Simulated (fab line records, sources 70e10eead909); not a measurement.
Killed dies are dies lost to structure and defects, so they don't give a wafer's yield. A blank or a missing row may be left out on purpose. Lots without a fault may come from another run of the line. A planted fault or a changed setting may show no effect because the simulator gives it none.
fab line records | flow nand_harc
record lots=6 wafers=18 last_day=31
route steps=1302 shown P_GATE@199 END@1302
lots that met no fault: from a run of the same line without faults
start_h: hours from the record's first day to the start of the lot's first wafer shown | wait_h: hours since the lot's step before | " the same as in the row above | L1.1+2: a row that stands for several wafers | - no value, or no start given | * or withheld: withheld | < > ~ a bound
route shown NAME@n: a module of which the file shows steps, and the number in the route of the first | usual: mean/standard deviation of fault-free wafers | same: alike in all rows | chamber/n: place in a boat | sites: the reading at each site | _std_site: their standard deviation | _edge_site: outer sites' mean less inner sites' | radius_mm: how far each site lies from the wafer's centre | mask NAME#n: copy n | behind: the tool/chamber that last shaped the wafer | hold: why the lot was held/for how many hours/how that ended | device: the transistor (n, p or np) that didn't switch | end of line: the same wafers' tests at the end of the route | a step without rows: its recipe alone | killed: dies lost to structure and defects at the first sort, not the wafer's yield | map: a wafer's dies, x killed, . not, _ none there
set.NAME: the setting as run; set.NAME@STEP: as run at that earlier step | model.NAME: the simulator's own value behind a step, which no gauge read
lots at some steps of the route; a table a step, a row a wafer
services: from which hour (start_h, from the record's first day; less than 0 if before it) a tool's chamber was out of use, for how many hours, and why
## steps
# step NHARC_P_GATE_DEVELOP_90
# recipe time_s=70
# step NHARC_P_GATE_CD_MEAS_91
# recipe target_cd_nm=2000 landing_energy_ev=500
# usual cd_nm=2000.8/2
# columns lot.wafer tool chamber start_h wait_h cd_nm
L979.1 cd_sem-01 0 124.69 - 1997.2
L979.2 " 0 " " 1997.8
L979.3 " 0 " " 1999.0
L985.1 cd_sem-01 0 187.73 - 1995.8
L985.4 " 0 " " 1997.5
L985.5 " 0 " " 2000.5
L986.2 cd_sem-01 0 193.54 - 2002.3
L986.4 " 0 " " 2000.2
L986.6 " 0 " " 2004.4
L990.2 cd_sem-02 0 235.30 - 2002.9
L990.3 " 0 " " 2004.2
L990.4 " 0 " " 2002.1
L995.1 cd_sem-02 0 285.44 - 2002.8
L995.3 " 0 " " 2000.4
L995.6 " 0 " " 2000.8
L996.4 cd_sem-03 0 295.81 - 2003.2
L996.5 " 0 " " 2002.3
L996.6 " 0 " " 2000.7
# step NHARC_P_GATE_HARDBAKE_92
# recipe temp_c=125 time_s=80
# step NHARC_P_GATE_DESCUM_93
# recipe time_s=3 o2_flow_sccm=200 ar_flow_sccm=0 bias_power_w=0 chemistry=O2
# usual drypump_motor_current_A=5.8/0.47 oes_product_au=0.995/0.0083 rf_vpp_V=57.7/0.91 showerhead_plenum_p_Torr=1.92/0.084 throttle_valve_pct=11.310/0.0094
# columns lot.wafer tool chamber start_h wait_h drypump_motor_current_A oes_product_au rf_hours_counter_h rf_vpp_V showerhead_plenum_p_Torr throttle_valve_pct
L979.2 rie_diel-06 3 124.85 - 5.4 1.000 8 56.5 1.79 11.313
L979.1 " 1 " " 6.2 0.987 10 59.1 1.80 11.315
L979.3 " 2 " " 5.7 0.993 8 58.0 1.96 11.327
L985.4 rie_diel-10 0 187.89 - 6.0 0.994 6 57.1 1.80 11.305
L985.1 " 1 " " 5.6 0.994 6 58.1 1.82 11.320
L985.5 " 1 " " 5.6 0.984 - 56.5 1.82 11.330
L986.4 rie_diel-01 0 193.69 - 6.1 0.996 8 58.0 1.91 11.296
L986.2 " 1 " " 6.6 1.004 9 56.8 2.05 11.300
L986.6 " 0 " " 6.1 0.989 - 58.6 1.91 11.308
L990.2 rie_diel-01 2 235.45 - 5.6 0.999 1 59.0 2.00 11.320
L990.4 " 0 " " 6.1 0.976 2 57.3 1.91 11.320
L990.3 " 1 " " 6.6 0.999 1 58.6 2.05 11.322
L995.1 rie_diel-01 2 285.63 - 5.6 0.996 4 58.2 2.00 11.307
L995.3 " 3 " " 5.0 0.999 4 56.9 1.94 11.310
L995.6 " 1 " " 6.6 0.988 - 58.4 2.05 11.311
L996.4 rie_diel-06 0 295.97 - 5.7 0.982 10 58.3 1.89 11.315
L996.5 " 3 " " 5.4 1.000 - 56.0 1.78 11.311
L996.6 " 0 " " 5.7 0.980 - 58.8 1.89 11.310
# step NHARC_P_GATE_IMPLANT_94
# recipe energy_kev=60 dose_cm2=2e+15 tilt_deg=7
# step NHARC_P_GATE_STRIP_113
# recipe power_w=1500 temp_c=110 time_s=740 chemistry=N2/H2
# usual drypump_motor_current_A=5.8/0.41 heater_power_w=88/6.6
# columns lot.wafer tool chamber start_h wait_h drypump_motor_current_A heater_power_w rf_hours_counter_h
L979.2 plasma_asher-01 1 125.22 0.2 5.2 95 26
L979.1 " 0 " " 5.8 92 26
L979.3 " 0 " " 5.8 91 -
L985.1 plasma_asher-02 0 188.38 0.3 6.0 82 23
L985.4 " 1 " " 6.3 82 -
L985.5 " 1 " " 6.3 83 -
L986.2 plasma_asher-01 1 194.06 0.2 5.2 98 3
L986.4 " 1 " " 5.2 97 -
L986.6 " 0 " " 5.8 89 -
L990.2 plasma_asher-02 1 235.94 0.3 6.3 83 33
L990.3 " 0 " " 6.0 81 -
L990.4 " 1 " " 6.3 83 -
L995.1 plasma_asher-01 0 285.98 0.2 5.8 88 23
L995.3 " 1 " " 5.2 96 -
L995.6 " 0 " " 5.8 85 -
L996.4 plasma_asher-02 0 296.57 0.3 6.0 79 -
L996.6 " 0 " " 6.0 80 -
L996.5 " 1 " " 6.3 80 -
# step NHARC_P_GATE_STRIP_95
# recipe power_w=1500 temp_c=250 chemistry=O2
# usual drypump_motor_current_A=5.8/0.41 heater_power_w=327/25
# columns lot.wafer tool chamber start_h wait_h drypump_motor_current_A heater_power_w rf_hours_counter_h
L979.2 plasma_asher-01 1 125.94 0.6 5.2 346 27
L979.1 " 0 " " 5.8 343 27
L979.3 " 0 " " 5.8 346 -
L985.1 plasma_asher-02 0 188.99 0.5 6.0 309 24
L985.4 " 1 " " 6.3 307 -
L985.5 " 1 " " 6.3 308 -
L986.2 plasma_asher-01 1 194.77 0.6 5.2 367 4
L986.4 " 1 " " 5.2 359 -
L986.6 " 0 " " 5.8 318 -
L990.2 plasma_asher-02 1 236.54 0.5 6.3 303 33
L990.3 " 0 " " 6.0 314 -
L990.4 " 1 " " 6.3 310 -
L995.1 plasma_asher-01 0 286.70 0.6 5.8 324 24
L995.3 " 1 " " 5.2 361 -
L995.6 " 0 " " 5.8 325 -
L996.4 plasma_asher-02 0 297.08 0.4 6.0 300 -
L996.6 " 0 " " 6.0 301 -
L996.5 " 1 " " 6.3 294 -
# step NHARC_P_GATE_STRIP_96
# recipe time_s=900 temp_c=130 chemistry=SPM
# step NHARC_P_GATE_RTA_64
# recipe temp_c=1050 time_s=1
# usual anneal_temp_c_max=1054.8/1.3 lamp_power_pct=32.2/1.7 lamp_zone_6_pct=32.2/1.7 wafer_temp_C_max=1056.3/1.9
# columns lot.wafer tool chamber start_h wait_h anneal_temp_c_max lamp_power_pct lamp_zone_6_pct wafer_temp_C_max
L979.1 rtp_anneal-01 0 126.55 - 1056.8 34.1 34.0 1058.7
L979.2 " 0 " " 1058.1 34.1 34.0 1060.9
L979.3 " 0 " " 1055.2 34.1 34.0 1057.9
L985.1 rtp_anneal-02 0 189.54 - 1055.2 30.7 30.7 1056.4
L985.4 " 0 " " 1056.3 30.7 30.7 1054.1
L985.5 " 0 " " 1053.9 30.8 30.7 1056.6
L986.2 rtp_anneal-02 0 195.36 - 1053.7 30.8 30.6 1054.6
L986.4 " 0 " " 1054.9 30.6 30.6 1055.7
L986.6 " 0 " " 1053.6 30.7 30.6 1054.6
L990.2 rtp_anneal-02 0 237.12 - 1053.9 30.7 30.7 1054.7
L990.3 " 0 " " 1054.4 30.7 30.7 1054.6
L990.4 " 0 " " 1053.1 30.7 30.7 1054.8
L995.1 rtp_anneal-01 0 287.27 - 1056.9 34.1 34.0 1056.1
L995.3 " 0 " " 1056.3 34.0 34.0 1057.1
L995.6 " 0 " " 1056.2 34.1 34.0 1058.3
L996.4 rtp_anneal-01 0 297.71 - 1054.2 34.1 34.1 1058.9
L996.5 " 0 " " 1057.1 34.0 34.0 1058.9
L996.6 " 0 " " 1055.0 34.1 34.1 1058.9
# step NHARC_P_GATE_ETCH_77
# recipe target_depth_a=60 chemistry=dHF material=SiO2
# step NHARC_P_GATE_DEGAS_109
# recipe temp_c=300 time_s=60
# usual heater_power_w=457/38
# columns lot.wafer tool chamber start_h wait_h heater_power_w
L979.1 pvd_sputter-02 - 126.86 0.1 418
L979.2 " - " " 490
L979.3 " - " " 486
L985.1 pvd_sputter-02 - 190.02 0.1 479
L985.4 " - " " 480
L985.5 " - " " 440
L986.4 pvd_sputter-02 - 195.64 0.1 487
L986.2 " - " " 439
L986.6 " - " " 471
L990.3 pvd_sputter-01 - 237.40 0.1 490
L990.4 " - " " 407
L990.2 " - " " 464
L995.1 pvd_sputter-01 - 287.58 0.1 419
L995.3 " - " " 471
L995.6 " - " " 487
L996.4 pvd_sputter-01 - 297.94 0.1 471
L996.6 " - " " 477
L996.5 " - " " 483
# step NHARC_P_GATE_PRE_CLEAN_110
# recipe time_s=30 bias_v=200 gas=Ar
# step NHARC_P_GATE_SPUTTER_78
# recipe target_thk_a=100 material=Ni
# columns lot.wafer tool chamber start_h wait_h
L979.3+1+2 pvd_sputter-02 - 126.95 -
L985.4+1+5 pvd_sputter-02 - 190.12 -
L986.2+4+6 pvd_sputter-02 - 195.73 -
L986.2+4+6 pvd_sputter-02 - 195.97 -
L990.3+2+4 pvd_sputter-01 - 237.49 -
L990.3+2+4 pvd_sputter-01 - 237.73 -
L995.3+1+6 pvd_sputter-01 - 287.68 -
L996.4+5+6 pvd_sputter-01 - 298.07 -
# step NHARC_P_GATE_SPUTTER_79
# recipe target_thk_a=100 material=TiN
# step NHARC_END_SORT_01
# recipe temp_c=25
# usual killed_at_array=56/19 killed_at_other=0.8/1.1 killed_at_periphery=3.4/2.5 killed_dies=60/19 killed_open=2.9/1.7 killed_short=2.4/1.6
# same gross_dies=677
# columns lot.wafer tool chamber start_h wait_h killed_at_array killed_at_other killed_at_periphery killed_dies killed_open killed_short
L985.1 prober-02 0 631.66 2.5 68 4 8 80 3 4
L985.4 prober-02 0 634.08 3.4 76 3 14 93 7 6
L985.5 prober-02 0 634.89 3.7 75 3 8 86 2 3
L986.2 prober-02 0 649.94 2.8 91 0 1 92 3 3
L986.4 prober-02 0 651.56 3.4 95 0 2 97 6 3
L986.6 prober-02 0 653.18 4.1 84 0 7 91 2 4
L990.2 prober-02 0 682.09 2.8 54 2 4 60 1 3
L990.3 prober-02 0 682.88 3.1 51 2 3 56 4 4
L990.4 prober-02 0 683.66 3.4 62 0 1 63 3 4
L995.1 prober-02 0 729.62 2.5 31 0 2 33 1 0
L995.3 prober-02 0 731.21 3.1 32 0 2 34 2 4
L995.6 prober-02 0 733.59 4.0 25 0 1 26 2 2
L996.4 prober-02 0 740.34 3.4 63 2 2 67 3 0
L996.5 prober-02 0 741.14 3.7 53 1 2 56 2 1
L996.6 prober-02 0 741.94 4.0 69 0 3 72 8 6
# killed by level:class
L985.1 A_SLIT:chamber_film_flake=31 A_CHANNEL_HOLE_D2:chamber_film_flake=19 A_CONTACT:chamber_film_flake=6 P_CONTACT:chamber_film_flake=5 A_CHANNEL_HOLE_D1:chamber_film_flake=4 THIN_TSV:chamber_film_flake=4 A_DECK1_JOINT:geometric_particle:short=2 P_M2:geometric_particle:open=1
L985.4 A_SLIT:chamber_film_flake=30 A_CHANNEL_HOLE_D2:chamber_film_flake=27 P_CONTACT:chamber_film_flake=9 A_CHANNEL_HOLE_D1:chamber_film_flake=3 THIN_TSV:chamber_film_flake=3 A_CONTACT:chamber_film_flake=3 P_M0:geometric_particle:short=2 A_DECK1_JOINT:geometric_particle:open=2
L985.5 A_SLIT:chamber_film_flake=29 A_CHANNEL_HOLE_D2:chamber_film_flake=28 A_CONTACT:chamber_film_flake=9 P_CONTACT:chamber_film_flake=6 THIN_TSV:chamber_film_flake=3 A_CHANNEL_HOLE_D1:chamber_film_flake=2 P_M0:geometric_particle:open=1 P_M1:geometric_particle:open=1
L986.2 A_CHANNEL_HOLE_D1:chamber_film_flake=29 A_SLIT:chamber_film_flake=29 A_CHANNEL_HOLE_D2:chamber_film_flake=19 A_CONTACT:chamber_film_flake=3 A_DECK1_JOINT:geometric_particle:open=2 A_CHANNEL_FILL_D1:chamber_film_flake=2 A_DECK1_JOINT:chamber_film_flake=2 A_SOURCE_PLATE:geometric_particle:short=1
L986.4 A_SLIT:chamber_film_flake=34 A_CHANNEL_HOLE_D1:chamber_film_flake=22 A_CHANNEL_HOLE_D2:chamber_film_flake=21 A_CONTACT:chamber_film_flake=7 A_CHANNEL_FILL_D2:geometric_particle:open=3 A_M1:geometric_particle:open=2 A_CHANNEL_FILL_D2:chamber_film_flake=2 A_STAIRCASE:chamber_film_flake=2
L986.6 A_SLIT:chamber_film_flake=33 A_CHANNEL_HOLE_D1:chamber_film_flake=22 A_CHANNEL_HOLE_D2:chamber_film_flake=17 A_CONTACT:chamber_film_flake=3 P_CONTACT:chamber_film_flake=2 A_WL_FILL:chamber_film_flake=2 P_CONTACT:geometric_particle:short=1 P_M0:geometric_particle:open=1
L990.2 A_CHANNEL_HOLE_D1:chamber_film_flake=25 A_CHANNEL_HOLE_D2:chamber_film_flake=19 A_SLIT:chamber_film_flake=3 P_CONTACT:geometric_particle:short=2 A_CHANNEL_FILL_D2:chamber_film_flake=2 THIN_TSV:chamber_film_flake=2 A_ONON_D1:geometric_particle:open=1 A_DECK1_JOINT:geometric_particle:short=1
L990.3 A_CHANNEL_HOLE_D1:chamber_film_flake=26 A_CHANNEL_HOLE_D2:chamber_film_flake=8 A_CONTACT:chamber_film_flake=4 A_CHANNEL_FILL_D2:geometric_particle:open=3 A_WL_FILL:chamber_film_flake=2 A_DECK1_JOINT:chamber_film_flake=2 A_STAIRCASE:chamber_film_flake=2 THIN_TSV:chamber_film_flake=2
L990.4 A_CHANNEL_HOLE_D1:chamber_film_flake=26 A_CHANNEL_HOLE_D2:chamber_film_flake=14 A_CONTACT:chamber_film_flake=5 A_SLIT:chamber_film_flake=4 A_WL_FILL:chamber_film_flake=4 A_ONON_D1:geometric_particle:open=2 A_ONON_D1:geometric_particle:short=2 A_CHANNEL_FILL_D2:geometric_particle:open=1
L995.1 A_CHANNEL_HOLE_D1:chamber_film_flake=14 A_SLIT:chamber_film_flake=6 A_CONTACT:chamber_film_flake=6 A_WL_FILL:chamber_film_flake=3 P_GATE:geometric_particle:open=1 P_GATE:chamber_film_flake=1 A_DECK1_JOINT:chamber_film_flake=1 A_SGD_CUT:chamber_film_flake=1
L995.3 A_CHANNEL_HOLE_D1:chamber_film_flake=9 A_CONTACT:chamber_film_flake=7 A_SLIT:chamber_film_flake=7 A_CHANNEL_FILL_D2:geometric_particle:short=3 A_WL_FILL:chamber_film_flake=3 P_M2:geometric_particle:short=1 A_CHANNEL_FILL_D1:geometric_particle:open=1 A_M0:geometric_particle:open=1
L995.6 A_CHANNEL_HOLE_D1:chamber_film_flake=9 A_SLIT:chamber_film_flake=5 A_CONTACT:chamber_film_flake=3 A_WL_FILL:chamber_film_flake=2 A_SGD_CUT:chamber_film_flake=2 P_CONTACT:geometric_particle:open=1 A_CHANNEL_HOLE_D1:geometric_particle:open=1 A_CHANNEL_HOLE_D2:geometric_particle:short=1
L996.4 A_SLIT:chamber_film_flake=28 A_CHANNEL_HOLE_D2:chamber_film_flake=17 A_BONDPAD:chamber_film_flake=5 A_CHANNEL_HOLE_D1:chamber_film_flake=5 A_CONTACT:chamber_film_flake=3 A_STAIRCASE:chamber_film_flake=2 THIN_TSV:chamber_film_flake=2 A_DECK1_JOINT:geometric_particle:open=1
L996.5 A_SLIT:chamber_film_flake=23 A_CHANNEL_HOLE_D2:chamber_film_flake=14 A_CHANNEL_HOLE_D1:chamber_film_flake=7 A_CONTACT:chamber_film_flake=3 P_BONDPAD:chamber_film_flake=2 A_BONDPAD:chamber_film_flake=2 A_CHANNEL_HOLE_D2:geometric_particle:open=1 A_WL_FILL:geometric_particle:short=1
L996.6 A_SLIT:chamber_film_flake=23 A_CHANNEL_HOLE_D2:chamber_film_flake=16 A_CHANNEL_HOLE_D1:chamber_film_flake=7 A_CONTACT:chamber_film_flake=6 A_STAIRCASE:chamber_film_flake=3 A_BONDPAD:chamber_film_flake=3 P_M0:geometric_particle:open=2 A_WL_FILL:geometric_particle:short=2
## services
# columns tool chamber start_h hours kind
pvd_sputter-02 - 104.00 10.0 pm
rie_diel-10 3 106.59 5.3 repair
rie_diel-10 2 109.82 12.1 repair
rie_diel-01 0 114.13 11.5 repair
rie_diel-06 - 130.20 9.0 pm
rie_diel-06 1 161.22 10.7 repair
plasma_asher-01 - 165.12 9.0 pm
plasma_asher-01 0 165.12 9.0 vent_cycle
plasma_asher-01 1 165.12 9.0 vent_cycle
plasma_asher-01 0 174.12 - clean
plasma_asher-01 1 174.12 - clean
rie_diel-06 2 177.99 15.3 repair
rie_diel-06 1 179.76 2.9 repair
rie_diel-01 - 203.80 9.0 pm
pvd_sputter-01 - 226.02 10.0 pm
rie_diel-10 - 242.50 9.0 pm
pvd_sputter-02 - 247.77 8.5 repair
rie_diel-06 - 248.96 0.3 repair
plasma_asher-02 - 249.00 9.0 pm
plasma_asher-02 0 249.00 9.0 vent_cycle
plasma_asher-02 1 249.00 9.0 vent_cycle
plasma_asher-02 0 258.00 - clean
plasma_asher-02 1 258.00 - clean
pvd_sputter-02 - 282.00 10.0 pm
## key
first_sign step=NHARC_P_GATE_SPUTTER_78 reading=visit direction=added
effect none on later readings
met_at NHARC_P_GATE_SPUTTER_78
struck_wafers L986.2,L986.4,L986.6,L990.2,L990.3,L990.4
tester_left_out L986,L990
fault kind=repeated_step_whole tool=pvd_sputter-01,pvd_sputter-02,pvd_sputter-03 chamber=- onset_h=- steps=NHARC_P_GATE_SPUTTER_78 times=1 scope=struck_lots_only
# tester_left_out: of these lots the tester's yield and bins aren't shown, on N5 and GAA mostly nor the transistor test; their killed dies are dies lost to structure and defects alone, not to doping, threshold or leakage, so they don't give the yield
